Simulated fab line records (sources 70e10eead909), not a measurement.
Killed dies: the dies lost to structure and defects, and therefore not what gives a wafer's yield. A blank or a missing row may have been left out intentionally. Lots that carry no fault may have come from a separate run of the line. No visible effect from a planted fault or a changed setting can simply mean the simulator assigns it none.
fab line records	flow nandHarc
record: lots: 7	wafers: 21	lastDay: 24
route steps=1159 shown A_CONTACT@888 END@1159
lots that met no fault: taken from a fault-free run of the same line
startH: hours from the record's first day to the start of the lot's first wafer shown	waitH: time in hours since the lot's previous step	" unchanged from the row above	L1.1+2: several wafers, shown together as one row	- either no value or no given start	* or withheld: withheld	< > ~ a bound
route shown NAME@n: a module of which the file shows steps, and the number in the route of the first	usual: mean/standard deviation of fault-free wafers	same: alike in all rows	chamber/n: place in a boat	sites: readings site by site	_std_site: the values' standard deviation	_edge_site: mean of outer sites minus mean of inner sites	radiusMm: how far each site lies from the wafer's centre	mask NAME#n: copy n	behind: the last tool/chamber to shape the wafer	hold: cause of the lot's hold/its duration in hours/its outcome	device: which transistor (n, p or np) failed to switch	end of line: tests of these same wafers at the route's end	a step with no rows: only its recipe	killed: dies lost to structure and defects at the first sort, not the wafer's yield	map: a wafer's dies, marking killed ones x, the rest . and places with no die _
set.NAME: setting as actually run; set.NAME@STEP: the setting as run at that earlier step	model.NAME: the simulator's own value behind a step, which no gauge read
lots at some steps of the route; a table a step, a row a wafer
services: from which hour (startH, from the record's first day; less than 0 if before it) a tool's chamber was out of use, for how many hours, and why
== steps ==
step: NHARC_A_CONTACT_COAT_61
recipe: tempC: 260	timeS: 75
step: NHARC_A_CONTACT_COAT_62
recipe: tempC: 225	timeS: 65
step: NHARC_A_CONTACT_COAT_63
recipe: spinRpm: 1500	resistThkNm: 90
step: NHARC_A_CONTACT_SOFTBAKE_64
recipe: tempC: 105	timeS: 55
step: NHARC_A_CONTACT_EBR_65
step: NHARC_A_CONTACT_EXPOSE_66
recipe: na: 1.35	sigmaOuter: 0.8	doseMj: 59.02	maskId: A_CC_2
step: NHARC_A_CONTACT_PEB_67
recipe: pebTempC: 100	pebTimeS: 65
step: NHARC_A_CONTACT_DEVELOP_68
recipe: developTimeS: 35	devTempC: 23
step: NHARC_A_CONTACT_CD_MEAS_69
recipe: targetCdNm: 200	landingEnergyEv: 500
usual: cdNm: 200.3/0.5
lot.wafer	tool	chamber	startH	waitH	cdNm
L432.2	cdSem-02	0	374.74	-	201.2
L432.4	"	0	"	"	199.9
L432.5	"	0	"	"	200.3
L442.2	cdSem-02	0	438.39	-	199.7
L442.3	"	0	"	"	199.5
L442.4	"	0	"	"	199.2
L444.4	cdSem-01	0	468.19	-	201.0
L444.5	"	0	"	"	200.5
L444.6	"	0	"	"	200.7
L447.1	cdSem-03	0	470.01	-	200.5
L447.2	"	0	"	"	199.7
L447.5	"	0	"	"	199.6
L451.3	cdSem-02	0	496.25	-	200.1
L451.4	"	0	"	"	199.3
L451.6	"	0	"	"	200.0
L454.2	cdSem-03	0	508.98	-	200.3
L454.4	"	0	"	"	200.6
L454.6	"	0	"	"	200.0
L455.2	cdSem-01	0	515.71	-	200.5
L455.3	"	0	"	"	199.9
L455.4	"	0	"	"	199.8
step: NHARC_A_CONTACT_OVL_MEAS_70
usual: overlayXNm: 0.1/0.68	overlayYNm: 0.0/0.71
lot.wafer	tool	chamber	startH	waitH	overlayXNm	overlayYNm
L432.2	overlay-01	-	374.82	-	-0.4	0.0
L432.4	"	-	"	"	-0.3	-0.2
L432.5	"	-	"	"	0.0	0.4
L442.2	overlay-01	-	438.48	-	0.1	0.4
L442.3	"	-	"	"	0.1	0.2
L442.4	"	-	"	"	0.4	0.6
L444.4	overlay-02	-	468.27	-	0.4	0.1
L444.5	"	-	"	"	-0.4	0.8
L444.6	"	-	"	"	0.2	1.0
L447.1	overlay-02	-	470.10	-	-0.2	0.9
L447.2	"	-	"	"	-0.4	1.3
L447.5	"	-	"	"	-0.4	0.7
L451.3	overlay-02	-	496.33	-	0.3	-2.4
L451.4	"	-	"	"	0.1	-1.5
L451.6	"	-	"	"	0.2	-1.7
L454.2	overlay-01	-	509.07	-	-0.8	0.8
L454.4	"	-	"	"	-1.0	1.0
L454.6	"	-	"	"	-0.3	0.8
L455.2	overlay-02	-	515.79	-	-1.2	-1.3
L455.3	"	-	"	"	-1.0	-1.0
L455.4	"	-	"	"	-1.1	-1.3
step: NHARC_A_CONTACT_INSPECT_71
usual: rawDefectCount: 28/13
lot.wafer	tool	chamber	startH	waitH	rawDefectCount
L432.2	defectInspect-02	-	374.86	0.0	15
L432.4	"	-	"	"	31
L432.5	"	-	"	"	26
L442.2	defectInspect-01	-	438.51	0.0	25
L442.3	"	-	"	"	30
L442.4	"	-	"	"	30
L444.4	defectInspect-01	-	468.31	0.0	35
L444.5	"	-	"	"	42
L444.6	"	-	"	"	20
L447.1	defectInspect-02	-	470.13	0.0	28
L447.2	"	-	"	"	39
L447.5	"	-	"	"	24
L451.3	defectInspect-02	-	496.37	0.0	42
L451.4	"	-	"	"	43
L451.6	"	-	"	"	32
L454.2	defectInspect-01	-	509.11	0.0	17
L454.4	"	-	"	"	22
L454.6	"	-	"	"	15
L455.2	defectInspect-01	-	515.83	0.0	18
L455.3	"	-	"	"	17
L455.4	"	-	"	"	16
step: NHARC_A_CONTACT_DESCUM_74
recipe: timeS: 3	o2FlowSccm: 200	arFlowSccm: 0	biasPowerW: 0	chemistry: O2
usual: drypumpMotorCurrentA: 5.9/0.52	mfcArSccm: 0.014/0.013	oesProductAu: 1.001/0.0081	rfVppV: 58.0/0.91	showerheadPlenumPTorr: 1.94/0.074	throttleValvePct: 11.311/0.0083
lot.wafer	tool	chamber	startH	waitH	drypumpMotorCurrentA	mfcArSccm	oesProductAu	rfHoursCounterH	rfVppV	showerheadPlenumPTorr	throttleValvePct
L432.2	rieDiel-07	1	374.94	0.1	6.1	0.014	0.998	28	57.5	1.97	11.307
L432.4	"	2	"	"	6.8	0	1.013	27	57.5	2.00	11.313
L432.5	"	0	"	"	6.0	0.036	0.984	-	57.8	1.89	11.321
L442.4	rieDiel-07	1	438.57	0.1	6.1	0.014	1.004	4	56.7	1.97	11.311
L442.2	"	2	"	"	6.8	0	1.004	5	57.3	1.99	11.323
L442.3	"	3	"	"	5.0	0.016	0.997	5	58.1	2.03	11.306
L444.4	rieDiel-07	3	468.38	0.1	5.0	0.016	1.003	7	57.7	2.03	11.324
L444.5	"	1	"	"	6.1	0.014	0.993	-	59.1	1.97	11.304
L444.6	"	2	"	"	6.7	0	1.018	-	57.6	1.99	11.322
L447.2	rieDiel-07	1	470.19	0.1	6.1	0.014	0.996	11	58.8	1.97	11.317
L447.1	"	0	"	"	6.0	0.036	1.002	10	57.8	1.89	11.297
L447.5	"	1	"	"	6.1	0.014	0.983	-	59.4	1.97	11.306
L451.3	rieDiel-07	1	496.43	0.1	6.1	0.014	0.986	16	57.0	1.96	11.314
L451.4	"	3	"	"	5.1	0.016	1.000	13	58.0	2.03	11.301
L451.6	"	2	"	"	6.8	0	0.997	-	57.0	1.99	11.321
L454.2	rieDiel-07	2	509.18	0.1	6.8	0	1.008	20	58.5	1.99	11.310
L454.4	"	3	"	"	5.0	0.016	1.007	16	58.7	2.03	11.314
L454.6	"	1	"	"	6.1	0.014	0.999	-	60.1	1.96	11.324
L455.2	rieDiel-07	0	515.89	0.1	6.0	0.036	1.006	20	57.0	1.89	11.315
L455.4	"	1	"	"	6.1	0.014	0.986	20	59.1	1.96	11.305
L455.3	"	3	"	"	5.1	0.016	1.002	17	57.6	2.03	11.313
step: NHARC_A_CONTACT_ETCH_75
recipe: targetDepthA: 390	overEtchFrac: 0.3	timeS: 65	ionEnergyEv: 80	cf4FlowSccm: 150	arFlowSccm: 0	rfW: 300	biasW: 100	chemistry: CF4
usual: biasW: 100.02/0.29	cf4FlowSccm: 150.0/0.46	drypumpMotorCurrentA: 5.9/0.5	mfcArSccm: 0.015/0.013	oesProductAu: 1.001/0.01	rfFwdPowerW: 297.5/1	rfVppV: 151.4/1.2	showerheadPlenumPTorr: 1.78/0.065	throttleValvePct: 13.282/0.0091
lot.wafer	tool	chamber	startH	waitH	biasW	cf4FlowSccm	drypumpMotorCurrentA	mfcArSccm	oesProductAu	rfFwdPowerW	rfHoursCounterH	rfVppV	showerheadPlenumPTorr	throttleValvePct
L432.2	rieDiel-07	1	375.05	0.1	100.52	150.6	6.1	0.014	1.007	296.9	28	150.5	1.82	13.278
L432.4	"	2	"	"	99.54	150.1	6.7	0	1.022	296.9	27	152.6	1.84	13.281
L432.5	"	1	"	"	100.03	150.8	6.1	0.014	1.002	296.4	-	151.7	1.82	13.277
L442.2	rieDiel-07	0	439.12	0.5	99.87	149.1	6.0	0.036	1.003	298.0	4	148.8	1.75	13.279
L442.4	"	1	"	"	99.99	149.9	6.1	0.014	0.990	296.6	4	152.1	1.81	13.288
L442.3	"	3	"	"	100.29	149.8	5.0	0.016	1.010	299.0	5	153.2	1.87	13.289
L444.4	rieDiel-07	3	468.47	0.1	100.18	149.8	5.0	0.016	1.003	297.2	7	153.4	1.87	13.288
L444.5	"	0	"	"	99.23	150.0	6.0	0.036	0.999	298.4	-	150.5	1.75	13.288
L444.6	"	1	"	"	100.39	149.9	6.1	0.014	0.993	297.1	-	150.7	1.81	13.289
L447.2	rieDiel-07	2	470.28	0.1	100.18	149.4	6.8	0	0.999	297.3	12	152.0	1.83	13.281
L447.1	"	0	"	"	100.05	149.5	6.0	0.036	1.003	297.7	10	151.5	1.75	13.275
L447.5	"	1	"	"	100.13	149.3	6.1	0.014	0.986	297.8	-	151.9	1.81	13.277
L451.4	rieDiel-07	3	496.51	0.1	-	-	-	-	-	-	-	-	-	-
L451.3	"	2	"	"	-	-	-	-	-	-	-	-	-	-
L451.6	"	0	"	"	-	-	-	-	-	-	-	-	-	-
L454.4	rieDiel-07	3	509.25	0.1	-	-	-	-	-	-	-	-	-	-
L454.2	"	1	"	"	-	-	-	-	-	-	-	-	-	-
L454.6	"	0	"	"	-	-	-	-	-	-	-	-	-	-
L455.2	rieDiel-07	1	515.98	0.1	-	-	-	-	-	-	-	-	-	-
L455.4	"	2	"	"	-	-	-	-	-	-	-	-	-	-
L455.3	"	3	"	"	-	-	-	-	-	-	-	-	-	-
step: NHARC_A_CONTACT_ETCH_76
recipe: targetDepthA: 2600	overEtchFrac: 0.3	timeS: 475.3	ionEnergyEv: 200	n2FlowSccm: 150	h2FlowSccm: 150	arFlowSccm: 0	rfW: 400	biasW: 150	chemistry: N2/H2
usual: biasW: 150.0/0.49	chamberPressureMTorr: 30.001/0.027	drypumpMotorCurrentA: 5.9/0.52	mfcArSccm: 0.014/0.013	oesProductAu: 1.000/0.0086	rfFwdPowerW: 399.6/1.2	rfVppV: 431.2/2.3	showerheadPlenumPTorr: 2.07/0.08	throttleValvePct: 14.172/0.0091
lot.wafer	tool	chamber	startH	waitH	biasW	chamberPressureMTorr	drypumpMotorCurrentA	mfcArSccm	oesProductAu	rfFwdPowerW	rfHoursCounterH	rfVppV	showerheadPlenumPTorr	throttleValvePct
L432.2	rieDiel-07	2	-	-	149.5	29.972	6.8	0	1.008	399.4	27	434.0	2.13	14.166
L432.4	"	3	"	"	149.8	29.999	5.0	0.016	0.998	401.6	26	434.4	2.18	14.182
L432.5	"	2	"	"	149.9	30.024	6.8	0	1.012	399.5	-	433.6	2.13	14.174
L442.4	rieDiel-07	2	-	-	149.3	29.989	6.8	0	0.987	402.0	6	434.3	2.13	14.175
L442.3	"	3	"	"	150.7	29.930	5.0	0.016	1.007	399.3	5	434.1	2.17	14.182
L442.2	"	0	"	"	149.4	30.004	6.0	0.036	1.000	399.4	4	430.0	2.02	14.173
L444.4	rieDiel-07	0	-	-	150.7	29.995	6.0	0.036	0.995	398.1	9	429.5	2.01	14.167
L444.6	"	1	"	"	150.0	29.970	6.1	0.014	0.975	397.0	-	430.8	2.10	14.168
L444.5	"	2	"	"	150.2	29.968	6.7	0	1.009	398.0	-	433.3	2.12	14.164
L447.2	rieDiel-07	1	-	-	150.2	29.991	6.1	0.014	0.991	400.0	11	433.3	2.10	14.164
L447.1	"	3	"	"	149.1	30.026	5.0	0.016	1.000	399.2	8	434.4	2.17	14.173
L447.5	"	2	"	"	149.5	30.072	6.8	0	1.010	398.2	-	432.7	2.12	14.172
L451.3	rieDiel-07	2	496.70	0.2	149.9	29.999	6.8	0	0.995	400.6	17	433.5	2.12	14.174
L451.4	"	3	"	"	150.3	30.014	5.0	0.016	1.002	398.2	13	435.3	2.17	14.170
L451.6	"	1	"	"	150.3	29.950	6.1	0.014	0.984	398.8	-	430.2	2.09	14.167
L454.2	rieDiel-07	1	509.34	0.1	150.4	30.017	6.1	0.014	0.982	398.3	20	430.9	2.09	14.175
L454.4	"	2	"	"	150.7	29.958	6.8	0	0.993	400.1	20	434.5	2.12	14.174
L454.6	"	2	"	"	150.6	29.938	6.8	0	0.994	399.9	-	431.7	2.12	14.172
L455.4	rieDiel-07	0	516.07	0.1	149.5	29.991	6.0	0.036	0.991	399.5	20	428.8	2.01	14.164
L455.3	"	1	"	"	149.7	30.041	6.1	0.014	0.984	400.3	20	430.0	2.09	14.186
L455.2	"	2	"	"	151.5	30.028	6.7	0	1.011	397.5	21	433.7	2.12	14.163
step: NHARC_END_SORT_01
recipe: tempC: 25
usual: killedAtArray: 29/11	killedAtOther: 0.7/1.1	killedAtPeriphery: 3.1/2	killedDies: 33/11	killedOpen: 3.5/1.8	killedShort: 2.0/1.4
same: grossDies: 677
lot.wafer	tool	chamber	startH	waitH	hold	killedAtArray	killedAtOther	killedAtPeriphery	killedDies	killedOpen	killedShort
L432.2	prober-01	0	465.51	2.8	-	20	0	6	26	3	2
L432.4	prober-01	0	467.10	3.4	-	24	0	4	28	2	0
L432.5	prober-01	0	467.90	3.7	-	25	0	5	30	3	3
L442.2	prober-01	0	518.96	2.8	-	30	1	9	40	4	2
L442.3	prober-01	0	519.75	3.1	-	29	0	2	31	3	0
L442.4	prober-01	0	520.53	3.4	-	37	1	3	41	3	4
L447.1	prober-01	0	538.78	2.5	-	29	0	0	29	0	1
L447.2	prober-01	0	539.59	2.8	-	34	2	1	37	2	1
L447.5	prober-01	0	542.01	3.7	-	22	1	1	24	1	1
L444.4	prober-02	0	541.22	3.4	-	33	0	2	35	5	4
L444.5	prober-02	0	542.02	3.7	-	43	0	1	44	4	1
L444.6	prober-02	0	542.83	4.0	-	24	3	2	29	1	4
L454.2	prober-01	0	570.89	2.8	awaitDispo/6.5h/scrap	673	0	4	677	1	1
L454.4	prober-01	0	572.50	3.4	awaitDispo/6.5h/scrap	671	1	5	677	6	5
L454.6	prober-01	0	574.11	4.0	awaitDispo/6.5h/scrap	674	1	2	677	4	1
L451.3	prober-02	0	570.92	3.1	awaitDispo/1.8h/scrap	670	1	6	677	2	2
L451.4	prober-02	0	571.72	3.4	awaitDispo/1.8h/scrap	674	0	3	677	3	1
L451.6	prober-02	0	573.33	4.0	awaitDispo/1.8h/scrap	673	0	4	677	3	3
L455.2	prober-02	0	579.65	2.8	awaitDispo/3.6h/scrap	673	1	3	677	0	3
L455.3	prober-02	0	580.44	3.1	awaitDispo/3.6h/scrap	674	0	3	677	3	5
L455.4	prober-02	0	581.23	3.4	awaitDispo/3.6h/scrap	676	0	1	677	2	2
killed by level:class
L432.2 A_CHANNEL_HOLE_D1:chamberFilmFlake=13 A_CONTACT:geometricParticle:open=2 P_ZERO_WELL:chamberFilmFlake=2 P_BONDPAD:chamberFilmFlake=2 A_CONTACT:chamberFilmFlake=2 P_M0:geometricParticle:open=1 A_WL_FILL:geometricParticle:short=1 A_CONTACT:geometricParticle:short=1
L432.4 A_CHANNEL_HOLE_D1:chamberFilmFlake=16 P_BONDPAD:chamberFilmFlake=2 A_ZERO_WELL:chamberFilmFlake=2 A_CHANNEL_FILL_D1:chamberFilmFlake=2 A_STAIRCASE:chamberFilmFlake=2 A_SLIT:chamberFilmFlake=2 P_M0:geometricParticle:open=1 P_M1:geometricParticle:open=1
L432.5 A_CHANNEL_HOLE_D1:chamberFilmFlake=16 P_BONDPAD:chamberFilmFlake=3 A_CHANNEL_FILL_D1:geometricParticle:short=2 A_STAIRCASE:chamberFilmFlake=2 P_M0:geometricParticle:open=1 P_M2:geometricParticle:short=1 A_ONON_D1:geometricParticle:open=1 A_CONTACT:geometricParticle:open=1
L442.2 A_SLIT:chamberFilmFlake=12 P_ZERO_WELL:chamberFilmFlake=8 A_CHANNEL_HOLE_D1:chamberFilmFlake=5 A_STAIRCASE:chamberFilmFlake=4 A_CONTACT:chamberFilmFlake=3 A_CONTACT:geometricParticle:open=2 A_SOURCE_PLATE:geometricParticle:open=1 A_WL_FILL:geometricParticle:open=1
L442.3 A_SLIT:chamberFilmFlake=15 A_CONTACT:chamberFilmFlake=5 A_CHANNEL_HOLE_D1:chamberFilmFlake=4 P_ZERO_WELL:chamberFilmFlake=2 A_STAIRCASE:chamberFilmFlake=2 A_SOURCE_PLATE:geometricParticle:open=1 A_WL_FILL:geometricParticle:open=1 A_CONTACT:geometricParticle:open=1
L442.4 A_SLIT:chamberFilmFlake=13 A_STAIRCASE:chamberFilmFlake=7 A_CHANNEL_HOLE_D1:chamberFilmFlake=6 A_CONTACT:chamberFilmFlake=4 A_CONTACT:geometricParticle:short=2 P_ZERO_WELL:chamberFilmFlake=2 P_GATE:geometricParticle:short=1 A_ONON_D1:geometricParticle:open=1
L447.1 A_SLIT:chamberFilmFlake=17 A_STAIRCASE:chamberFilmFlake=4 A_CONTACT:chamberFilmFlake=4 A_CHANNEL_HOLE_D1:chamberFilmFlake=3 A_CHANNEL_FILL_D1:geometricParticle:short=1
L447.2 A_SLIT:chamberFilmFlake=16 A_CHANNEL_HOLE_D1:chamberFilmFlake=9 A_STAIRCASE:chamberFilmFlake=5 A_CONTACT:chamberFilmFlake=2 THIN_TSV:chamberFilmFlake=2 P_STI:geometricParticle:open=1 A_CONTACT:geometricParticle:open=1 A_M1:geometricParticle:short=1
L444.4 A_CHANNEL_HOLE_D1:chamberFilmFlake=18 A_CONTACT:geometricParticle:open=3 A_STAIRCASE:chamberFilmFlake=3 A_CONTACT:chamberFilmFlake=3 P_CONTACT:geometricParticle:short=1 P_M0:geometricParticle:short=1 A_SOURCE_PLATE:geometricParticle:short=1 A_CHANNEL_HOLE_D1:geometricParticle:short=1
L447.5 A_SLIT:chamberFilmFlake=6 A_STAIRCASE:chamberFilmFlake=6 A_CONTACT:chamberFilmFlake=5 A_CHANNEL_HOLE_D1:chamberFilmFlake=4 P_M2:geometricParticle:open=1 A_SGD_CUT:geometricParticle:short=1 THIN_TSV:chamberFilmFlake=1
L444.5 A_CHANNEL_HOLE_D1:chamberFilmFlake=32 A_STAIRCASE:chamberFilmFlake=3 A_CONTACT:chamberFilmFlake=2 A_ONON_D1:geometricParticle:open=1 A_SGD_CUT:geometricParticle:open=1 A_SGD_CUT:geometricParticle:short=1 A_BLC:geometricParticle:open=1 A_M0:geometricParticle:open=1
L444.6 A_CHANNEL_HOLE_D1:chamberFilmFlake=12 A_CONTACT:chamberFilmFlake=5 THIN_TSV:chamberFilmFlake=3 P_CONTACT:geometricParticle:short=2 A_CHANNEL_FILL_D1:chamberFilmFlake=2 A_STAIRCASE:chamberFilmFlake=2 A_CHANNEL_HOLE_D1:geometricParticle:short=1 A_WL_FILL:geometricParticle:short=1
L454.2 A_CONTACT:areaEtch=654 A_CHANNEL_HOLE_D1:chamberFilmFlake=6 A_CONTACT:chamberFilmFlake=5 A_ZERO_WELL:chamberFilmFlake=4 P_ZERO_WELL:chamberFilmFlake=3 A_CONTACT:geometricParticle:open=1 A_CONTACT:geometricParticle:short=1 P_GATE:chamberFilmFlake=1
L451.3 A_CONTACT:areaEtch=641 A_SLIT:chamberFilmFlake=16 A_CHANNEL_HOLE_D1:chamberFilmFlake=6 P_STI:chamberFilmFlake=2 A_ZERO_WELL:chamberFilmFlake=2 A_CONTACT:chamberFilmFlake=2 P_GATE:geometricParticle:open=1 P_M1:geometricParticle:short=1
L451.4 A_CONTACT:areaEtch=638 A_SLIT:chamberFilmFlake=21 A_CHANNEL_HOLE_D1:chamberFilmFlake=7 P_M1:chamberFilmFlake=2 A_STAIRCASE:chamberFilmFlake=2 P_GATE:geometricParticle:open=1 A_ONON_D1:geometricParticle:open=1 A_WL_FILL:geometricParticle:short=1
L454.4 A_CONTACT:areaEtch=639 A_CHANNEL_HOLE_D1:chamberFilmFlake=10 A_ZERO_WELL:chamberFilmFlake=5 A_CONTACT:chamberFilmFlake=5 A_STAIRCASE:chamberFilmFlake=3 A_M0:geometricParticle:open=2 P_ZERO_WELL:chamberFilmFlake=2 P_CONTACT:geometricParticle:short=1
L451.6 A_CONTACT:areaEtch=640 A_SLIT:chamberFilmFlake=15 A_CHANNEL_HOLE_D1:chamberFilmFlake=6 A_CONTACT:chamberFilmFlake=5 A_WL_FILL:chamberFilmFlake=3 P_GATE:geometricParticle:open=1 P_CONTACT:geometricParticle:short=1 P_M0:geometricParticle:short=1
L454.6 A_CONTACT:areaEtch=651 A_CHANNEL_HOLE_D1:chamberFilmFlake=7 A_CONTACT:chamberFilmFlake=4 A_SGD_CUT:chamberFilmFlake=3 A_WL_FILL:chamberFilmFlake=2 P_CONTACT:geometricParticle:open=1 THIN_TSV:chamberFilmFlake=1 A_WL_FILL:geometricParticle:short=1
L455.2 A_CONTACT:areaEtch=655 A_CHANNEL_HOLE_D1:chamberFilmFlake=9 A_CONTACT:chamberFilmFlake=6 P_STI:geometricParticle:short=1 P_GATE:geometricParticle:short=1 A_ONON_D1:geometricParticle:short=1 P_M0:chamberFilmFlake=1 A_ZERO_WELL:chamberFilmFlake=1
L455.3 A_CONTACT:areaEtch=654 A_CHANNEL_HOLE_D1:chamberFilmFlake=11 A_CONTACT:chamberFilmFlake=2 P_CONTACT:geometricParticle:open=1 P_CONTACT:geometricParticle:short=1 A_ONON_D1:geometricParticle:open=1 A_ONON_D1:geometricParticle:short=1 A_CHANNEL_FILL_D1:geometricParticle:open=1
L455.4 A_CONTACT:areaEtch=655 A_CHANNEL_HOLE_D1:chamberFilmFlake=9 A_CONTACT:chamberFilmFlake=6 A_WL_FILL:geometricParticle:short=2 A_ONON_D1:geometricParticle:open=1 A_CONTACT:geometricParticle:open=1 P_ZERO_WELL:chamberFilmFlake=1 A_STAIRCASE:chamberFilmFlake=1
map L451.3 (x killed, . not)
____________x____________
_________xxxxxxx_________
_______xxxxxxxxxxx_______
______xxxxxxxxxxxxx______
_____xxxxxxxxxxxxxxx_____
____xxxxxxxxxxxxxxxxx____
____xxxxxxxxxxxxxxxxx____
___xxxxxxxxxxxxxxxxxxx___
___xxxxxxxxxxxxxxxxxxx___
__xxxxxxxxxxxxxxxxxxxxx__
__xxxxxxxxxxxxxxxxxxxxx__
_xxxxxxxxxxxxxxxxxxxxxxx_
_xxxxxxxxxxxxxxxxxxxxxxx_
_xxxxxxxxxxxxxxxxxxxxxxx_
_xxxxxxxxxxxxxxxxxxxxxxx_
_xxxxxxxxxxxxxxxxxxxxxxx_
xxxxxxxxxxxxxxxxxxxxxxxxx
xxxxxxxxxxxxxxxxxxxxxxxxx
xxxxxxxxxxxxxxxxxxxxxxxxx
xxxxxxxxxxxxxxxxxxxxxxxxx
xxxxxxxxxxxxxxxxxxxxxxxxx
_xxxxxxxxxxxxxxxxxxxxxxx_
_xxxxxxxxxxxxxxxxxxxxxxx_
_xxxxxxxxxxxxxxxxxxxxxxx_
_xxxxxxxxxxxxxxxxxxxxxxx_
_xxxxxxxxxxxxxxxxxxxxxxx_
__xxxxxxxxxxxxxxxxxxxxx__
__xxxxxxxxxxxxxxxxxxxxx__
___xxxxxxxxxxxxxxxxxxx___
___xxxxxxxxxxxxxxxxxxx___
____xxxxxxxxxxxxxxxxx____
____xxxxxxxxxxxxxxxxx____
_____xxxxxxxxxxxxxxx_____
______xxxxxxxxxxxxx______
_______xxxxxxxxxxx_______
_________xxxxxxx_________
____________x____________
map L454.2 (x killed, . not)
____________x____________
_________xxxxxxx_________
_______xxxxxxxxxxx_______
______xxxxxxxxxxxxx______
_____xxxxxxxxxxxxxxx_____
____xxxxxxxxxxxxxxxxx____
____xxxxxxxxxxxxxxxxx____
___xxxxxxxxxxxxxxxxxxx___
___xxxxxxxxxxxxxxxxxxx___
__xxxxxxxxxxxxxxxxxxxxx__
__xxxxxxxxxxxxxxxxxxxxx__
_xxxxxxxxxxxxxxxxxxxxxxx_
_xxxxxxxxxxxxxxxxxxxxxxx_
_xxxxxxxxxxxxxxxxxxxxxxx_
_xxxxxxxxxxxxxxxxxxxxxxx_
_xxxxxxxxxxxxxxxxxxxxxxx_
xxxxxxxxxxxxxxxxxxxxxxxxx
xxxxxxxxxxxxxxxxxxxxxxxxx
xxxxxxxxxxxxxxxxxxxxxxxxx
xxxxxxxxxxxxxxxxxxxxxxxxx
xxxxxxxxxxxxxxxxxxxxxxxxx
_xxxxxxxxxxxxxxxxxxxxxxx_
_xxxxxxxxxxxxxxxxxxxxxxx_
_xxxxxxxxxxxxxxxxxxxxxxx_
_xxxxxxxxxxxxxxxxxxxxxxx_
_xxxxxxxxxxxxxxxxxxxxxxx_
__xxxxxxxxxxxxxxxxxxxxx__
__xxxxxxxxxxxxxxxxxxxxx__
___xxxxxxxxxxxxxxxxxxx___
___xxxxxxxxxxxxxxxxxxx___
____xxxxxxxxxxxxxxxxx____
____xxxxxxxxxxxxxxxxx____
_____xxxxxxxxxxxxxxx_____
______xxxxxxxxxxxxx______
_______xxxxxxxxxxx_______
_________xxxxxxx_________
____________x____________
== services ==
tool	chamber	startH	hours	kind
rieDiel-07	0	360.33	-	clean
rieDiel-07	1	360.33	-	clean
rieDiel-07	2	360.33	-	clean
rieDiel-07	3	360.33	-	clean
rieDiel-07	0	384.89	-	clean
rieDiel-07	1	384.89	-	clean
rieDiel-07	2	384.89	-	clean
rieDiel-07	3	384.89	-	clean
rieDiel-07	-	405.62	9.0	pm
rieDiel-07	0	405.62	9.0	ventCycle
rieDiel-07	1	405.62	9.0	ventCycle
rieDiel-07	2	405.62	9.0	ventCycle
rieDiel-07	3	405.62	9.0	ventCycle
rieDiel-07	0	414.62	-	clean
rieDiel-07	1	414.62	-	clean
rieDiel-07	1	414.62	-	consumableReplace:focusRing
rieDiel-07	2	414.62	-	clean
rieDiel-07	3	414.62	-	clean
rieDiel-07	0	439.12	-	clean
rieDiel-07	1	439.12	-	clean
rieDiel-07	2	439.12	-	clean
rieDiel-07	3	439.12	-	clean
rieDiel-07	3	440.93	18.8	repair
rieDiel-07	0	463.62	-	clean
== key ==
firstSign: step: NHARC_A_CONTACT_ETCH_75	reading: toolRecord	direction: missing
effect: step: NHARC_END_SORT_01	reading: killedDies	direction: up	sigmas: 61	usual: 33	struck: 677
moreKillsBornAt: NHARC_A_CONTACT_ETCH_75@rieDiel-07: 5826
metAt NHARC_A_CONTACT_ETCH_75
struckWafers L451.3,L451.4,L451.6,L454.2,L454.4,L454.6,L455.2,L455.3,L455.4
laterRowsLeftOut L451.3,L451.4,L451.6,L454.2,L454.4,L454.6,L455.2,L455.3,L455.4
testerLeftOut L451,L454,L455
onsetBetween 470.28 496.51
fault: kind: skippedStepWhole	tool: rieDiel-07	chamber: -	onsetH: 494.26	steps: NHARC_A_CONTACT_ETCH_75	scope: struckLotsOnly
testerLeftOut: of these lots the tester's yield and bins aren't shown, on N5 and GAA mostly nor the transistor test; their killed dies are dies lost to structure and defects alone, not to doping, threshold or leakage, so they don't give the yield
laterRowsLeftOut: the simulator's readings of these wafers behind a module that went badly wrong aren't trusted and aren't shown, but for the sort
